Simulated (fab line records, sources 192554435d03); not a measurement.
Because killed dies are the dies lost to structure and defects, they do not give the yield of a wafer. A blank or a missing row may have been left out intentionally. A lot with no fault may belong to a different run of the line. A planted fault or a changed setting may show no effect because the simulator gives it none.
fab line records :: flow n5_finfet
[record]
  lots = 5
  wafers = 13
  last_day = 22
route steps=1938 shown BEOL_M5@1120 PASSIVATION@1936
lots untouched by any fault: they come from a run of this same line in which no faults occurred
start_h: start of the lot's first displayed wafer, in hours after the record's first day :: wait_h: hours since the lot's step before :: " identical to the entry in the row above :: L1.1+2: several wafers, shown together as one row :: - no value, or no start was given :: * or withheld: withheld :: < > ~ a bound
route shown NAME@n: names a module that has steps shown in the file, with the first one's number in the route :: usual: mean/standard deviation taken from wafers without a fault :: same: alike in all rows :: chamber/n: place in a boat :: sites: each site's reading :: _std_site: the values' standard deviation :: _edge_site: inner sites' mean taken away from outer sites' mean :: radius_mm: how far each site lies from the wafer's centre :: mask NAME#n: copy n :: behind: tool/chamber where the wafer was last shaped :: hold: reason for holding the lot/hours on hold/outcome of the hold :: device: names the non-switching transistor (n, p or np) :: end of line: the tests these same wafers got at the end of their route :: a step with no rows: only its recipe :: killed: dies that structure and defects cost at the first sort, which is not the same as the wafer's yield :: map: shows each die of a wafer: x if killed, . if not, _ if none is there
set.NAME: setting as actually run; set.NAME@STEP: the setting as run at that earlier step :: model.NAME: the simulator's own value behind a step, which no gauge read
a table for each step, a row for each wafer; lots at some steps of the route
services: a tool's chamber out of use, with start hour (start_h, from the record's first day; less than 0 if before it), hours out, and reason
[[steps]]
[step N5_BEOL_M5_COAT_05]
[recipe]
  resist = CAR-EUV
  spin_rpm = 1500
  resist_thk_nm = 30
[step N5_BEOL_M5_EBR_07]
[recipe]
  solvent = PGMEA
  ebr_width_mm = 1.5
[step N5_BEOL_M5_SOFTBAKE_06]
[recipe]
  temp_c = 110
  time_s = 60
  resist = CAR-EUV
[step N5_BEOL_M5_EXPOSE_08]
[recipe]
  mask_id = M5
  na = 0.33
  source_shape = annular
  sigma_inner = 0.4
  sigma_outer = 0.8
  polarization = unpolarized
  target_cd_nm = 28
  dose_mj = 35.75
[step N5_BEOL_M5_PEB_09]
[recipe]
  peb_temp_c = 100
  peb_time_s = 60
  resist = CAR-EUV
[step N5_BEOL_M5_DEVELOP_10]
[recipe]
  develop_time_s = 30
  developer = TMAH
  resist = CAR-EUV
  rinse_liquid = surfactant_rinse
  dry = air_spin
  dev_temp_c = 23
[step N5_BEOL_M5_DESCUM_16]
[recipe]
  chemistry = O2
  time_s = 7
  source_power_w = 50
  bias_power_w = 20
  pressure_mtorr = 20
  rf_frequency_hz = 2.712e+07
  temp_c = 40
  resist = CAR-EUV
  o2_flow_sccm = 225
[step N5_BEOL_M5_ETCH_72]
[recipe]
  chemistry = N2/H2
  target = underlayer
  target_depth_a = 65
  mask_material = CAR-EUV
  time_s = 5.2
  ion_energy_ev = 200
  pressure_mtorr = 30
  source_w = 840
  bias_w = 150
  n2_flow_sccm = 200
  h2_flow_sccm = 200
  ends = cleared
[step N5_BEOL_M5_ETCH_61]
[recipe]
  chemistry = CF4
  target = SiARC
  target_depth_a = 156
  mask_material = CAR-EUV
  time_s = 26
  ion_energy_ev = 80
  pressure_mtorr = 40
  source_w = 545
  bias_w = 36
  Ar_flow_sccm = 100
  cf4_flow_sccm = 100
  ends = cleared
[step N5_BEOL_M5_ETCH_62]
[recipe]
  chemistry = N2/H2
  target = SOC
  target_depth_a = 750
  overetch_a = 150
  mask_material = SiARC
  temp_c = 40
  time_s = 112.5
  ion_energy_ev = 200
  pressure_mtorr = 30
  source_w = 840
  bias_w = 150
  n2_flow_sccm = 200
  h2_flow_sccm = 200
[usual]
  drypump_motor_current_A = 5.9/0.38
  oes_product_au = 0.65/0.054
  rf_vpp_V = 523.8/2.4
  showerhead_plenum_p_Torr = 2.54/0.081
  throttle_valve_pct = 17.75/0.2
lot.wafer: L852.1
tool: rie_diel-03
chamber: 2
start_h: 213.50
wait_h: 0.0
drypump_motor_current_A: 5.9
oes_product_au: 0.65
rf_hours_counter_h: 63
rf_vpp_V: 524.9
showerhead_plenum_p_Torr: 2.58
throttle_valve_pct: 17.79
model.SiARC_of_BEOL_M5_COAT_60.thk_nm: 6.8
model.BEOL_M5.cd_nm: 27.8

lot.wafer: L852.3
tool: rie_diel-03
chamber: 3
start_h: 213.50
wait_h: 0.0
drypump_motor_current_A: 6.1
oes_product_au: 0.63
rf_hours_counter_h: 105
rf_vpp_V: 521.1
showerhead_plenum_p_Torr: 2.45
throttle_valve_pct: 17.57
model.SiARC_of_BEOL_M5_COAT_60.thk_nm: 6.8
model.BEOL_M5.cd_nm: 27.8

lot.wafer: L852.6
tool: rie_diel-03
chamber: 0
start_h: 213.50
wait_h: 0.0
drypump_motor_current_A: 6.0
oes_product_au: 0.69
rf_hours_counter_h: -
rf_vpp_V: 522.9
showerhead_plenum_p_Torr: 2.48
throttle_valve_pct: 17.89
model.SiARC_of_BEOL_M5_COAT_60.thk_nm: 6.8
model.BEOL_M5.cd_nm: 27.8

lot.wafer: L874.1
tool: rie_diel-06
chamber: 1
start_h: 368.28
wait_h: 0.0
drypump_motor_current_A: 6.3
oes_product_au: 0.69
rf_hours_counter_h: 53
rf_vpp_V: 523.6
showerhead_plenum_p_Torr: 2.48
throttle_valve_pct: 17.86
model.SiARC_of_BEOL_M5_COAT_60.thk_nm: 7
model.BEOL_M5.cd_nm: 28.2

lot.wafer: L874.2
tool: rie_diel-06
chamber: 3
start_h: 368.28
wait_h: 0.0
drypump_motor_current_A: 5.8
oes_product_au: 0.73
rf_hours_counter_h: 12
rf_vpp_V: 529.2
showerhead_plenum_p_Torr: 2.71
throttle_valve_pct: 17.34
model.SiARC_of_BEOL_M5_COAT_60.thk_nm: 7
model.BEOL_M5.cd_nm: 28

lot.wafer: L874.6
tool: rie_diel-06
chamber: 0
start_h: 368.28
wait_h: 0.0
drypump_motor_current_A: 6.5
oes_product_au: 0.58
rf_hours_counter_h: -
rf_vpp_V: 526.5
showerhead_plenum_p_Torr: 2.63
throttle_valve_pct: 17.89
model.SiARC_of_BEOL_M5_COAT_60.thk_nm: 7
model.BEOL_M5.cd_nm: 28.2

lot.wafer: L868.4
tool: rie_diel-03
chamber: 3
start_h: 379.89
wait_h: 0.0
drypump_motor_current_A: 6.2
oes_product_au: 0.61
rf_hours_counter_h: 152
rf_vpp_V: 521.4
showerhead_plenum_p_Torr: 2.43
throttle_valve_pct: 17.65
model.SiARC_of_BEOL_M5_COAT_60.thk_nm: 4.4
model.BEOL_M5.cd_nm: 29

lot.wafer: L868.6
tool: rie_diel-03
chamber: 0
start_h: 379.89
wait_h: 0.0
drypump_motor_current_A: 6.0
oes_product_au: 0.64
rf_hours_counter_h: -
rf_vpp_V: 521.8
showerhead_plenum_p_Torr: 2.46
throttle_valve_pct: 17.98
model.SiARC_of_BEOL_M5_COAT_60.thk_nm: 4.2
model.BEOL_M5.cd_nm: 29.2

lot.wafer: L866.4
tool: rie_diel-03
chamber: 2
start_h: 395.82
wait_h: 0.0
drypump_motor_current_A: 5.9
oes_product_au: 0.61
rf_hours_counter_h: 111
rf_vpp_V: 524.6
showerhead_plenum_p_Torr: 2.56
throttle_valve_pct: 17.90
model.SiARC_of_BEOL_M5_COAT_60.thk_nm: 4.4
model.BEOL_M5.cd_nm: 29.2

lot.wafer: L866.6
tool: rie_diel-03
chamber: 1
start_h: 395.82
wait_h: 0.0
drypump_motor_current_A: 5.2
oes_product_au: 0.73
rf_hours_counter_h: -
rf_vpp_V: 525.3
showerhead_plenum_p_Torr: 2.60
throttle_valve_pct: 17.37
model.SiARC_of_BEOL_M5_COAT_60.thk_nm: 4.2
model.BEOL_M5.cd_nm: 29

lot.wafer: L859.2
tool: rie_diel-03
chamber: 1
start_h: 405.62
wait_h: 0.0
drypump_motor_current_A: 5.2
oes_product_au: 0.73
rf_hours_counter_h: 21
rf_vpp_V: 525.0
showerhead_plenum_p_Torr: 2.60
throttle_valve_pct: 17.35
model.SiARC_of_BEOL_M5_COAT_60.thk_nm: 6.8
model.BEOL_M5.cd_nm: 28.2

lot.wafer: L859.4
tool: rie_diel-03
chamber: 0
start_h: 405.62
wait_h: 0.0
drypump_motor_current_A: 6.0
oes_product_au: 0.63
rf_hours_counter_h: 102
rf_vpp_V: 521.1
showerhead_plenum_p_Torr: 2.46
throttle_valve_pct: 17.98
model.SiARC_of_BEOL_M5_COAT_60.thk_nm: 4.2
model.BEOL_M5.cd_nm: 29.4

lot.wafer: L859.5
tool: rie_diel-03
chamber: 0
start_h: 405.62
wait_h: 0.0
drypump_motor_current_A: 6.0
oes_product_au: 0.63
rf_hours_counter_h: -
rf_vpp_V: 521.2
showerhead_plenum_p_Torr: 2.46
throttle_valve_pct: 17.95
model.SiARC_of_BEOL_M5_COAT_60.thk_nm: 6.8
model.BEOL_M5.cd_nm: 28
[step N5_BEOL_M5_STRIP_63]
[recipe]
  chemistry = N2/H2
  temp_c = 40
  n2_flow_sccm = 200
  h2_flow_sccm = 200
  rf_frequency_hz = 6e+07
[step N5_BEOL_M5_STRIP_73]
[recipe]
  chemistry = N2/H2
  temp_c = 40
  n2_flow_sccm = 200
  h2_flow_sccm = 200
  rf_frequency_hz = 6e+07
[step N5_BEOL_M5_STRIP_64]
[recipe]
  chemistry = CF4
  resist = SiARC
  power_w = 300
  bias_power_w = 75
  pressure_mtorr = 50
  cf4_flow_sccm = 150
  rf_frequency_hz = 6e+07
[step N5_BEOL_M5_HM_OPEN_17]
[recipe]
  chemistry = Cl2/BCl3
  target_depth_a = 200
  overetch_a = 60
  target = TiN
  mask_material = SOC
  ion_energy_ev = 150
  pressure_mtorr = 10
  icp_w = 1000
  bias_w = 126
  Cl2_flow_sccm = 53.25
  bcl3_flow_sccm = 21.75
  Ar_flow_sccm = 25
[step N5_BEOL_M5_STRIP_19]
[recipe]
  chemistry = O2
  power_w = 400
  temp_c = 40
  pressure_mtorr = 30
  rf_frequency_hz = 6e+07
  bias_power_w = 0
  overash_fraction = 0.2
  o2_flow_sccm = 225
[step N5_BEOL_M5_CD_MEAS_18]
[recipe]
  pitch_nm = 56
  target_cd_nm = 28
[usual]
  cd_nm = 28.06/0.27
lot.wafer: L852.1
tool: cd_sem-02
chamber: -
start_h: 214.03
wait_h: 0.0
cd_nm: 27.98

lot.wafer: L852.3
tool: cd_sem-02
chamber: -
start_h: 214.03
wait_h: 0.0
cd_nm: 28.09

lot.wafer: L852.6
tool: cd_sem-02
chamber: -
start_h: 214.03
wait_h: 0.0
cd_nm: 27.67

lot.wafer: L874.1
tool: cd_sem-03
chamber: -
start_h: 368.63
wait_h: 0.0
cd_nm: 27.83

lot.wafer: L874.2
tool: cd_sem-03
chamber: -
start_h: 368.63
wait_h: 0.0
cd_nm: 28.04

lot.wafer: L874.6
tool: cd_sem-03
chamber: -
start_h: 368.63
wait_h: 0.0
cd_nm: 28.09

lot.wafer: L868.4
tool: cd_sem-03
chamber: -
start_h: 380.24
wait_h: 0.1
cd_nm: 29.09

lot.wafer: L868.6
tool: cd_sem-03
chamber: -
start_h: 380.24
wait_h: 0.1
cd_nm: 29.05

lot.wafer: L866.4
tool: cd_sem-01
chamber: -
start_h: 396.23
wait_h: 0.1
cd_nm: 29.54

lot.wafer: L866.6
tool: cd_sem-01
chamber: -
start_h: 396.23
wait_h: 0.1
cd_nm: 28.69

lot.wafer: L859.2
tool: cd_sem-01
chamber: -
start_h: 406.09
wait_h: 0.1
cd_nm: 27.87

lot.wafer: L859.4
tool: cd_sem-01
chamber: -
start_h: 406.09
wait_h: 0.1
cd_nm: 29.40

lot.wafer: L859.5
tool: cd_sem-01
chamber: -
start_h: 406.09
wait_h: 0.1
cd_nm: 28.38
[step N5_BEOL_M5_COAT_65]
[recipe]
  resist = SOC
  temp_c = 250
  time_s = 60
  spin_rpm = 1500
  resist_thk_nm = 60
[step N5_BEOL_M5_COAT_66]
[recipe]
  resist = SiARC
  temp_c = 220
  time_s = 60
  spin_rpm = 1500
  resist_thk_nm = 12
[step N5_BEOL_M5_COAT_74]
[recipe]
  resist = underlayer
  temp_c = 205
  time_s = 60
  spin_rpm = 1500
  resist_thk_nm = 5
[step N5_BEOL_M5_COAT_22]
[recipe]
  resist = CAR-EUV
  spin_rpm = 1500
  resist_thk_nm = 30
[step N5_BEOL_M5_EBR_24]
[recipe]
  solvent = PGMEA
  ebr_width_mm = 1.5
[step N5_BEOL_M5_SOFTBAKE_23]
[recipe]
  temp_c = 110
  time_s = 60
  resist = CAR-EUV
[step N5_BEOL_M5_EXPOSE_25]
[recipe]
  mask_id = V4
  na = 0.33
  source_shape = quasar
  sigma_inner = 0.2
  sigma_outer = 0.6
  polarization = unpolarized
  defocus_nm = 10
  dose_mj = 52.75
[step N5_BEOL_M5_PEB_26]
[recipe]
  peb_temp_c = 100
  peb_time_s = 60
  resist = CAR-EUV
[step N5_BEOL_M5_DEVELOP_27]
[recipe]
  develop_time_s = 30
  developer = TMAH
  resist = CAR-EUV
  rinse_liquid = surfactant_rinse
  dry = air_spin
  dev_temp_c = 23
[step N5_BEOL_M5_DESCUM_33]
[recipe]
  chemistry = O2
  time_s = 7
  source_power_w = 50
  bias_power_w = 20
  pressure_mtorr = 20
  rf_frequency_hz = 2.712e+07
  temp_c = 40
  resist = CAR-EUV
  o2_flow_sccm = 225
[step N5_BEOL_M5_ETCH_75]
[recipe]
  chemistry = N2/H2
  target = underlayer
  target_depth_a = 65
  mask_material = CAR-EUV
  time_s = 5.2
  ion_energy_ev = 200
  pressure_mtorr = 30
  source_w = 840
  bias_w = 150
  n2_flow_sccm = 200
  h2_flow_sccm = 200
  ends = cleared
[step N5_BEOL_M5_ETCH_67]
[recipe]
  chemistry = CF4
  target = SiARC
  target_depth_a = 156
  mask_material = CAR-EUV
  time_s = 26
  ion_energy_ev = 80
  pressure_mtorr = 40
  source_w = 545
  bias_w = 36
  Ar_flow_sccm = 100
  cf4_flow_sccm = 100
  ends = cleared
[step N5_BEOL_M5_ETCH_68]
[recipe]
  chemistry = N2/H2
  target = SOC
  target_depth_a = 800
  overetch_a = 160
  mask_material = SiARC
  temp_c = 40
  time_s = 120
  ion_energy_ev = 200
  pressure_mtorr = 30
  source_w = 840
  bias_w = 150
  n2_flow_sccm = 200
  h2_flow_sccm = 200
[step N5_BEOL_M5_STRIP_69]
[recipe]
  chemistry = N2/H2
  temp_c = 40
  n2_flow_sccm = 200
  h2_flow_sccm = 200
  rf_frequency_hz = 6e+07
[step N5_BEOL_M5_STRIP_76]
[recipe]
  chemistry = N2/H2
  temp_c = 40
  n2_flow_sccm = 200
  h2_flow_sccm = 200
  rf_frequency_hz = 6e+07
[step N5_BEOL_M5_VIA_ETCH_34]
[recipe]
  chemistry = C4F6/O2
  target = SiCOH_lowk
  target_depth_a = 883
  mask_material = SOC
  taper_deg = 4
  time_s = 39.2
  ion_energy_ev = 250
  pressure_mtorr = 30
  source_w = 345
  bias_w = 185
  Ar_flow_sccm = 300
  C4F6_flow_sccm = 10
  O2_flow_sccm = 10
[step N5_BEOL_M5_STRIP_85]
[recipe]
  chemistry = C4F6/O2
  resist = SiARC
  rf_frequency_hz = 6e+07
[step N5_BEOL_M5_STRIP_36]
[recipe]
  chemistry = N2/H2
  power_w = 450
  temp_c = 40
  pressure_mtorr = 20
  rf_frequency_hz = 6e+07
  overash_fraction = 0.3
  bias_power_w = 7
  h2_frac = 0.5
  n2_flow_sccm = 200
  h2_flow_sccm = 200
[step N5_BEOL_M5_TRENCH_ETCH_37]
[recipe]
  chemistry = C4F6/O2
  target_depth_a = 716.52
  target = SiCOH_lowk
  time_s = 24.7
  ion_energy_ev = 250
  pressure_mtorr = 30
  source_w = 345
  bias_w = 185
  Ar_flow_sccm = 300
  C4F6_flow_sccm = 10
  O2_flow_sccm = 10
[step N5_BEOL_M5_ETCH_41]
[recipe]
  chemistry = CH3F/O2
  target = SiCN
  target_depth_a = 315
  taper_deg = 2
  time_s = 56.7
  ion_energy_ev = 120
  mask_material = TiN
  pressure_mtorr = 30
  source_w = 395
  bias_w = 75
  Ar_flow_sccm = 150
  CH3F_flow_sccm = 30
  O2_flow_sccm = 20
[usual]
  drypump_motor_current_A = 5.8/0.35
  oes_product_au = 0.82/0.069
  rf_vpp_V = 297.4/1.6
  showerhead_plenum_p_Torr = 2.00/0.063
  throttle_valve_pct = 16.29/0.19
lot.wafer: L852.1
tool: rie_diel-01
chamber: 0
start_h: -
wait_h: -
drypump_motor_current_A: 5.4
oes_product_au: 0.90
rf_hours_counter_h: 22
rf_vpp_V: 295.8
showerhead_plenum_p_Torr: 1.97
throttle_valve_pct: 16.26
model.BEOL_M5.cd_nm: 27.6

lot.wafer: L852.3
tool: rie_diel-01
chamber: 1
start_h: -
wait_h: -
drypump_motor_current_A: 5.6
oes_product_au: 0.70
rf_hours_counter_h: 248
rf_vpp_V: 294.0
showerhead_plenum_p_Torr: 1.89
throttle_valve_pct: 16.63
model.BEOL_M5.cd_nm: 28

lot.wafer: L852.6
tool: rie_diel-01
chamber: 2
start_h: -
wait_h: -
drypump_motor_current_A: 5.7
oes_product_au: 0.80
rf_hours_counter_h: -
rf_vpp_V: 298.3
showerhead_plenum_p_Torr: 2.02
throttle_valve_pct: 16.49
model.BEOL_M5.cd_nm: 27.8

lot.wafer: L874.1
tool: rie_diel-03
chamber: 2
start_h: -
wait_h: -
drypump_motor_current_A: 5.9
oes_product_au: 0.78
rf_hours_counter_h: 106
rf_vpp_V: 298.7
showerhead_plenum_p_Torr: 2.02
throttle_valve_pct: 16.33
model.BEOL_M5.cd_nm: 28.2

lot.wafer: L874.2
tool: rie_diel-03
chamber: 1
start_h: -
wait_h: -
drypump_motor_current_A: 5.2
oes_product_au: 0.94
rf_hours_counter_h: 12
rf_vpp_V: 298.6
showerhead_plenum_p_Torr: 2.05
throttle_valve_pct: 15.81
model.BEOL_M5.cd_nm: 28

lot.wafer: L874.6
tool: rie_diel-03
chamber: 3
start_h: -
wait_h: -
drypump_motor_current_A: 6.2
oes_product_au: 0.76
rf_hours_counter_h: -
rf_vpp_V: 294.3
showerhead_plenum_p_Torr: 1.92
throttle_valve_pct: 16.22
model.BEOL_M5.cd_nm: 28.2

lot.wafer: L868.4
tool: rie_diel-03
chamber: 0
start_h: -
wait_h: -
drypump_motor_current_A: 6.0
oes_product_au: 0.80
rf_hours_counter_h: -
rf_vpp_V: 296.2
showerhead_plenum_p_Torr: 1.94
throttle_valve_pct: 16.49
model.BEOL_M5.cd_nm: 29

lot.wafer: L868.6
tool: rie_diel-03
chamber: 1
start_h: -
wait_h: -
drypump_motor_current_A: 5.2
oes_product_au: 0.93
rf_hours_counter_h: -
rf_vpp_V: 298.5
showerhead_plenum_p_Torr: 2.04
throttle_valve_pct: 15.82
model.BEOL_M5.cd_nm: 29.2

lot.wafer: L866.4
tool: rie_diel-03
chamber: 2
start_h: -
wait_h: -
drypump_motor_current_A: 5.9
oes_product_au: 0.77
rf_hours_counter_h: 111
rf_vpp_V: 297.9
showerhead_plenum_p_Torr: 2.01
throttle_valve_pct: 16.35
model.BEOL_M5.cd_nm: 29.4

lot.wafer: L866.6
tool: rie_diel-03
chamber: 3
start_h: -
wait_h: -
drypump_motor_current_A: 6.1
oes_product_au: 0.75
rf_hours_counter_h: -
rf_vpp_V: 295.3
showerhead_plenum_p_Torr: 1.91
throttle_valve_pct: 16.25
model.BEOL_M5.cd_nm: 29

lot.wafer: L859.2
tool: rie_diel-03
chamber: 0
start_h: -
wait_h: -
drypump_motor_current_A: 6.0
oes_product_au: 0.79
rf_hours_counter_h: 103
rf_vpp_V: 297.2
showerhead_plenum_p_Torr: 1.94
throttle_valve_pct: 16.51
model.BEOL_M5.cd_nm: 28.4

lot.wafer: L859.4
tool: rie_diel-03
chamber: 3
start_h: -
wait_h: -
drypump_motor_current_A: 6.1
oes_product_au: 0.75
rf_hours_counter_h: 159
rf_vpp_V: 295.5
showerhead_plenum_p_Torr: 1.91
throttle_valve_pct: 16.25
model.BEOL_M5.cd_nm: 29.4

lot.wafer: L859.5
tool: rie_diel-03
chamber: 1
start_h: -
wait_h: -
drypump_motor_current_A: 5.2
oes_product_au: 0.92
rf_hours_counter_h: -
rf_vpp_V: 298.4
showerhead_plenum_p_Torr: 2.04
throttle_valve_pct: 15.84
model.BEOL_M5.cd_nm: 28.2
[step N5_PASSIVATION_PROBE_49]
[usual]
  defect_limited_yield = 91.4/1.2
  killed_at_M0_to_M3 = 34/10
  killed_at_M4_up = 14/5.1
  killed_at_contacts = 12/6.4
  killed_at_front_end = 38/9.3
  killed_at_other = 4/3
  killed_dies = 102/15
  killed_on_rim = 13/3.6
  killed_open = 67/12
  killed_short = 33/6.9
  sort_bin_5_function = 5.0/0.86
  sort_bin_6_memory = 3.2/0.58
  sort_n_pass = 1078/15
  sort_yield_pct = 91.4/1.2
[same]
  gross_dies = 1180
  killed_at_back_side = 0
  sort_bin_4_leakage[%] = 0
  sort_bin_8_speed[%] = 0
lot.wafer: L859.4
tool: prober-01
chamber: -
start_h: 517.25
wait_h: 0.2
defect_limited_yield[%]: 91.7
killed_at_M0_to_M3: 28
killed_at_M4_up: 14
killed_at_contacts: 9
killed_at_front_end: 47
killed_at_other: 0
killed_dies: 98
killed_on_rim: 16
killed_open: 66
killed_short: 32
sort_bin_5_function[%]: 4.7
sort_bin_6_memory[%]: 3.3
sort_n_pass: 1082
sort_yield_pct[%]: 91.7

lot.wafer: L859.5
tool: prober-01
chamber: -
start_h: 517.30
wait_h: 0.2
defect_limited_yield[%]: 91.7
killed_at_M0_to_M3: 27
killed_at_M4_up: 14
killed_at_contacts: 19
killed_at_front_end: 38
killed_at_other: 0
killed_dies: 98
killed_on_rim: 11
killed_open: 69
killed_short: 28
sort_bin_5_function[%]: 5.0
sort_bin_6_memory[%]: 2.9
sort_n_pass: 1082
sort_yield_pct[%]: 91.7
// killed by level:class
L859.4 BEOL_M2:geometric_particle:open=12 STI_FIN_REVEAL:geometric_particle:open=11 FIN_SAQP:geometric_particle:short=9 MOL_CONTACT_COAG:geometric_particle:open=9 FIN_SAQP:geometric_particle:open=6 BEOL_M4:geometric_particle:open=6 GATE_CUT:geometric_particle:short=4 GATE_CUT:geometric_particle:open=4
L859.5 MOL_CONTACT_COAG:geometric_particle:open=16 BEOL_M2:geometric_particle:open=9 GATE_CUT:geometric_particle:open=8 FIN_SAQP:geometric_particle:short=6 STI_FIN_REVEAL:geometric_particle:open=6 BEOL_M3:geometric_particle:open=6 GATE_CUT:geometric_particle:short=5 BEOL_M0_SAQP:geometric_particle:open=5
[[services]]
tool: rie_diel-01
chamber: 0
start_h: 189.86
hours: 5.1
kind: repair

tool: rie_diel-01
chamber: 2
start_h: 208.89
hours: 1.8
kind: repair

tool: rie_diel-01
chamber: -
start_h: 225.35
hours: 2.8
kind: pm

tool: rie_diel-01
chamber: 1
start_h: 228.66
hours: -
kind: clean

tool: rie_diel-01
chamber: 1
start_h: 228.66
hours: -
kind: consumable_replace:focus_ring

tool: rie_diel-01
chamber: 1
start_h: 228.66
hours: -
kind: consumable_replace:showerhead

tool: rie_diel-01
chamber: 1
start_h: 228.66
hours: 18.6
kind: scheduled_down

tool: rie_diel-01
chamber: 1
start_h: 228.66
hours: 18.6
kind: vent_cycle

tool: rie_diel-01
chamber: 2
start_h: 254.21
hours: 11.8
kind: repair

tool: rie_diel-06
chamber: 3
start_h: 270.58
hours: 2.7
kind: repair

tool: rie_diel-03
chamber: 1
start_h: 291.71
hours: -
kind: clean

tool: rie_diel-03
chamber: 1
start_h: 291.71
hours: -
kind: consumable_replace:focus_ring

tool: rie_diel-03
chamber: 1
start_h: 291.71
hours: 26.1
kind: scheduled_down

tool: rie_diel-03
chamber: 1
start_h: 291.71
hours: 26.1
kind: vent_cycle

tool: rie_diel-06
chamber: 3
start_h: 293.02
hours: -
kind: clean

tool: rie_diel-06
chamber: 3
start_h: 293.02
hours: -
kind: consumable_replace:focus_ring

tool: rie_diel-06
chamber: 3
start_h: 293.02
hours: -
kind: consumable_replace:showerhead

tool: rie_diel-06
chamber: 3
start_h: 293.02
hours: 24.9
kind: scheduled_down

tool: rie_diel-06
chamber: 3
start_h: 293.02
hours: 24.9
kind: vent_cycle

tool: rie_diel-01
chamber: 0
start_h: 323.77
hours: 1.3
kind: repair
[[key]]
[first_sign]
  step = N5_BEOL_M5_CD_MEAS_18
  reading = cd_nm
  direction = up
  sigmas = 4.1
  usual = 28.06
  struck = 29.15
effect none on later readings
[model_effect]
  step = N5_BEOL_M5_ETCH_62
  value = SiARC_of_BEOL_M5_COAT_60.thk_nm
  without = 6.84
  struck = 4.28
[model_effect]
  step = N5_BEOL_M5_ETCH_41
  value = BEOL_M5.cd_nm
  without = 28.2
  struck = 29.2
met_at N5_BEOL_M5_ETCH_62
struck_wafers L859.4,L866.4,L866.6,L868.4,L868.6
onset_between 213.50 379.89
[fault]
  kind = process_parameter_drift
  tool = rie_diel-03
  chamber = -
  onset_h = 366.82
  steps = N5_BEOL_M5_ETCH_62
  channel = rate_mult
  offset = 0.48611
  shape = step
  end_h = 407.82
  scope = struck_wafers_only
